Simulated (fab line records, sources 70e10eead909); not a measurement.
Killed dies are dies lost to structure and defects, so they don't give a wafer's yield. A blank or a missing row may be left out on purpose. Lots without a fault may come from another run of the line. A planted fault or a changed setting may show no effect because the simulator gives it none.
Which tool did it? | flow nand_harc | 12 lots, 36 wafers sampled, at 5 steps of a route of 1159

WHAT THE GAUGES READ, wafer by wafer
NHARC_A_SGD_CUT_INSPECT_25. Usual: raw_defect_count 304, standard deviation 71.
lot  | measured     | on                | raw_defect_count | flag
L778 | day 14 01:44 | defect_inspect-01 | 336 268 296      |
L781 | day 14 16:05 | defect_inspect-01 | 203 197 269      |
L783 | day 15 15:31 | defect_inspect-02 | 248 254 411      |
L784 | day 15 15:17 | defect_inspect-01 | 242 380 337      |
L786 | day 16 03:40 | defect_inspect-01 | 363 238 387      |
L785 | day 16 03:43 | defect_inspect-02 | 314 204 332      |
L788 | day 16 13:54 | defect_inspect-01 | 251 262 218      |
L790 | day 17 08:02 | defect_inspect-02 | 376 280 242      |
L794 | day 18 04:40 | defect_inspect-01 | 285 304 369      |
L793 | day 18 04:46 | defect_inspect-01 | 416 212 199      |
L795 | day 18 04:50 | defect_inspect-02 | 497 379 440      |
L798 | day 19 08:56 | defect_inspect-01 | 379 442 503      |

NHARC_END_SORT_01. Usual: killed_at_array 31, standard deviation 11; killed_at_other 0.5, standard deviation 0.78; killed_at_periphery 3.0, standard deviation 2; killed_dies 34, standard deviation 12; killed_open 3.2, standard deviation 2; killed_short 1.9, standard deviation 1.6.
lot  | measured     | on        | killed_at_array | killed_at_other | killed_at_periphery | killed_dies | killed_open | killed_short | flag
L778 | day 19 21:25 | prober-02 | 15 18 24        | 0 0 3           | 2 4 4               | 17 22 31    | 1 3 4       | 2 3 1        |
L781 | day 19 21:27 | prober-01 | 16 27 21        | 0 1 0           | 4 8 5               | 20 36 26    | 0 7 1       | 1 2 1        |
L783 | day 21 01:28 | prober-02 | 24 23 32        | 1 2 1           | 3 1 4               | 28 26 37    | 2 2 7       | 3 1 3        |
L784 | day 21 02:23 | prober-01 | 32 30 32        | 1 0 0           | 2 3 3               | 35 33 35    | 4 2 5       | 0 0 3        |
L786 | day 21 17:05 | prober-02 | 43 38 51        | 1 1 0           | 2 0 4               | 46 39 55    | 0 2 4       | 2 1 4        |
L785 | day 21 11:05 | prober-01 | 28 44 46        | 0 0 3           | 2 2 4               | 30 46 53    | 1 6 4       | 1 1 2        |
L788 | day 21 18:58 | prober-01 | 16 17 16        | 1 0 0           | 4 4 5               | 21 21 21    | 2 1 3       | 4 5 7        |
L790 | day 22 06:01 | prober-01 | 13 20 17        | 0 1 1           | 4 3 4               | 17 24 22    | 3 3 3       | 3 7 0        |
L794 | day 24 05:12 | prober-02 | 34 28 31        | 0 1 1           | 3 0 1               | 37 29 33    | 2 1 4       | 2 1 3        |
L793 | day 23 12:50 | prober-01 | 35 30 32        | 1 1 2           | 2 3 2               | 38 34 36    | 1 3 1       | 2 0 1        |
L795 | day 23 13:37 | prober-02 | 35 33 29        | 0 0 0           | 3 2 3               | 38 35 32    | 2 1 3       | 0 2 0        |
L798 | day 24 22:20 | prober-02 | 24 31 34        | 0 0 0           | 3 3 2               | 27 34 36    | 3 3 2       | 1 3 2        |

WHICH TOOL RAN EACH LOT (tool, then ch and the chambers of the sampled wafers, then the start)
lot  | NHARC_A_SGD_CUT_ETCH_15                       | NHARC_A_SGD_CUT_STRIP_28                      | NHARC_A_SLIT_EXPOSE_06
L778 | rie_diel-07 ch 0,1,3, day 14 01:44 or earlier | rie_diel-06 ch 0,1,2, day 14 01:44 or earlier | arfi_scanner-01 ch 0, day 14 04:42
L781 | rie_diel-07 ch 2,3, day 14 16:05 or earlier   | rie_diel-06 ch 0,2,3, day 14 16:05 or earlier | arfi_scanner-01 ch 0, day 14 20:19
L783 | rie_diel-07 ch 0,1,2, day 15 15:25 or earlier | rie_diel-08 ch 0,2,3, day 15 15:25            | arfi_scanner-03 ch 0, day 15 19:28
L784 | rie_diel-08 ch 0,3, day 15 15:17 or earlier   | rie_diel-06 ch 0,1,2, day 15 15:17 or earlier | arfi_scanner-03 ch 0, day 15 18:16
L786 | rie_diel-08 ch 0,1,3, day 16 03:40 or earlier | rie_diel-08 ch 0,1,3, day 16 03:40 or earlier | arfi_scanner-02 ch 0, day 16 06:46
L785 | rie_diel-08 ch 0,1, day 16 03:43 or earlier   | rie_diel-07 ch 2,3, day 16 03:43 or earlier   | arfi_scanner-02 ch 0, day 16 08:36
L788 | rie_diel-06 ch 2,3, day 16 13:54 or earlier   | rie_diel-06 ch 0,1, day 16 13:54 or earlier   | arfi_scanner-02 ch 0, day 16 16:41
L790 | rie_diel-06 ch 0,2,3, day 17 08:02 or earlier | rie_diel-06 ch 0,1,2, day 17 08:02 or earlier | arfi_scanner-03 ch 0, day 17 11:06
L794 | rie_diel-08 ch 0,1,2, day 18 04:40 or earlier | rie_diel-06 ch 0,1,3, day 18 04:40 or earlier | arfi_scanner-03 ch 0, day 18 13:04
L793 | rie_diel-06 ch 0,3, day 18 04:40 or earlier   | rie_diel-08 ch 0,1,2, day 18 04:40            | arfi_scanner-03 ch 0, day 18 11:24
L795 | rie_diel-08 ch 0,1,2, day 18 04:43 or earlier | rie_diel-08 ch 0,2, day 18 04:43              | arfi_scanner-02 ch 0, day 18 13:19
L798 | rie_diel-06 ch 0,1,3, day 19 08:56 or earlier | rie_diel-08 ch 0,2,3, day 19 08:56 or earlier | arfi_scanner-02 ch 0, day 19 12:02
- NHARC_A_SGD_CUT_ETCH_15: etches the open film in CH3F/O2, target depth 75 nm, time 64.3 s.
- NHARC_A_SGD_CUT_STRIP_28: strips in O2, time 20 s.
- NHARC_A_SLIT_EXPOSE_06: exposes mask SLIT.

WHAT THE TOOLS THEMSELVES READ (means of the sampled wafers that have a number; where no wafer has one, the mark that the record gives instead)
NHARC_A_SGD_CUT_ETCH_15. Usual: drypump_motor_current_A 5.8 A, standard deviation 0.6; o2_flow_sccm 29.99 sccm, standard deviation 0.094; oes_product_au 0.962 a.u., standard deviation 0.021; rf_vpp_V 264.0 V, standard deviation 1.8; showerhead_plenum_p_Torr 2.46 Torr, standard deviation 0.12; throttle_valve_pct 20.663 %, standard deviation 0.0091.
lot  | tool        | drypump_motor_current_A (A) | o2_flow_sccm (sccm) | oes_product_au (a.u.) | rf_vpp_V (V) | showerhead_plenum_p_Torr (Torr) | throttle_valve_pct (%) | flag
L778 | rie_diel-07 | 5.9                         | 30.10               | 0.980                 | 264.8        | 2.51                            | 20.673                 |
L781 | rie_diel-07 | 6.3                         | 30.00               | 0.964                 | 262.2        | 2.37                            | 20.663                 |
L783 | rie_diel-07 | 6.1                         | 30.03               | 0.981                 | 265.0        | 2.53                            | 20.663                 |
L784 | rie_diel-08 | 5.6                         | 30.05               | 0.954                 | 263.6        | 2.45                            | 20.660                 |
L786 | rie_diel-08 | 5.5                         | 29.97               | 0.967                 | 262.8        | 2.40                            | 20.669                 |
L785 | rie_diel-08 | 5.4                         | 30.02               | 0.965                 | 261.9        | 2.34                            | 20.662                 |
L788 | rie_diel-06 | 5.4                         | 30.05               | 0.960                 | 264.7        | 2.48                            | 20.665                 |
L790 | rie_diel-06 | 5.3                         | 29.94               | 0.974                 | 264.5        | 2.55                            | 20.661                 |
L794 | rie_diel-08 | 5.7                         | 29.94               | 0.966                 | 263.1        | 2.42                            | 20.661                 |
L793 | rie_diel-06 | 5.0                         | 29.91               | 0.972                 | 264.4        | 2.48                            | 20.669                 |
L795 | rie_diel-08 | 5.7                         | 30.03               | 0.927                 | 263.6        | 2.42                            | 20.666                 |
L798 | rie_diel-06 | 5.5                         | 30.04               | 0.962                 | 264.0        | 2.45                            | 20.669                 |

NHARC_A_SGD_CUT_STRIP_28. Usual: drypump_motor_current_A 5.8 A, standard deviation 0.59; o2_flow_sccm 500.1 sccm, standard deviation 1.6; oes_product_au 1.001 a.u., standard deviation 0.012; rf_vpp_V 57.8 V, standard deviation 0.9; showerhead_plenum_p_Torr 3.53 Torr, standard deviation 0.17; throttle_valve_pct 17.036 %, standard deviation 0.0087.
lot  | tool        | drypump_motor_current_A (A) | o2_flow_sccm (sccm) | oes_product_au (a.u.) | rf_vpp_V (V) | showerhead_plenum_p_Torr (Torr) | throttle_valve_pct (%) | flag
L778 | rie_diel-06 | 5.8                         | 500.8               | 0.993                 | 58.0         | 3.60                            | 17.039                 |
L781 | rie_diel-06 | 5.3                         | 500.7               | 1.009                 | 58.0         | 3.65                            | 17.027                 |
L783 | rie_diel-08 | 5.8                         | 500.0               | 0.992                 | 58.8         | 3.57                            | 17.034                 |
L784 | rie_diel-06 | 5.8                         | 499.9               | 1.009                 | 57.7         | 3.60                            | 17.033                 |
L786 | rie_diel-08 | 5.5                         | 501.6               | 1.001                 | 57.0         | 3.45                            | 17.033                 |
L785 | rie_diel-07 | 6.5                         | 499.1               | 1.001                 | 57.8         | 3.42                            | 17.031                 |
L788 | rie_diel-06 | 6.0                         | 501.6               | 1.001                 | 57.9         | 3.46                            | 17.032                 |
L790 | rie_diel-06 | 5.8                         | 500.3               | 1.009                 | 58.0         | 3.60                            | 17.030                 |
L794 | rie_diel-06 | 5.6                         | 500.8               | 0.989                 | 57.3         | 3.51                            | 17.030                 |
L793 | rie_diel-08 | 5.7                         | 500.3               | 1.006                 | 56.7         | 3.48                            | 17.033                 |
L795 | rie_diel-08 | 5.9                         | 503.1               | 1.000                 | 57.5         | 3.60                            | 17.032                 |
L798 | rie_diel-08 | 5.8                         | 499.6               | 0.995                 | 58.1         | 3.56                            | 17.037                 |

NHARC_A_SLIT_EXPOSE_06. Usual: exposure_dose_mJ_cm2 60.81, standard deviation 0.061.
lot  | tool            | exposure_dose_mJ_cm2 | flag
L778 | arfi_scanner-01 | 60.79                |
L781 | arfi_scanner-01 | 60.83                |
L783 | arfi_scanner-03 | 60.82                |
L784 | arfi_scanner-03 | 60.85                |
L786 | arfi_scanner-02 | 60.75                |
L785 | arfi_scanner-02 | 60.79                |
L788 | arfi_scanner-02 | 60.81                |
L790 | arfi_scanner-03 | 60.82                |
L794 | arfi_scanner-03 | 60.78                |
L793 | arfi_scanner-03 | 60.88                |
L795 | arfi_scanner-02 | 59.44                | OFF
L798 | arfi_scanner-02 | 59.59                | OFF

THE ANSWER, worked out from the rows above alone
Rule: a lot is off if the mean of its wafers that have a number lies more than 3 standard deviations from the usual mean. A lot without any number at a reading at which 4 lots or more have one is off too. The other lots that the step has rows for count as sound. The gauges are gone through in route order, then the tools' own readings, and for those a lot's mean is taken as printed above. The first step at which some lot is off is used, and at that step the reading that is off furthest; a lot without a number counts as furthest.
Off: L795, L798, at NHARC_A_SLIT_EXPOSE_06 (exposure_dose_mJ_cm2).
A tool fits if, at that step or a process step before it, it ran every lot that is off, and no sound lot after the first of them. NHARC_A_SGD_CUT_ETCH_15 gives no start for some lots, so the hours and the order of its lots are those of NHARC_A_SGD_CUT_INSPECT_25. NHARC_A_SGD_CUT_STRIP_28 gives no start for some lots, so the hours and the order of its lots are those of NHARC_A_SGD_CUT_INSPECT_25. Can't be told from this: 2 tools fit, rie_diel-08 at NHARC_A_SGD_CUT_STRIP_28, arfi_scanner-02 at NHARC_A_SLIT_EXPOSE_06.

WHAT THE SIMULATOR HAD PUT IN
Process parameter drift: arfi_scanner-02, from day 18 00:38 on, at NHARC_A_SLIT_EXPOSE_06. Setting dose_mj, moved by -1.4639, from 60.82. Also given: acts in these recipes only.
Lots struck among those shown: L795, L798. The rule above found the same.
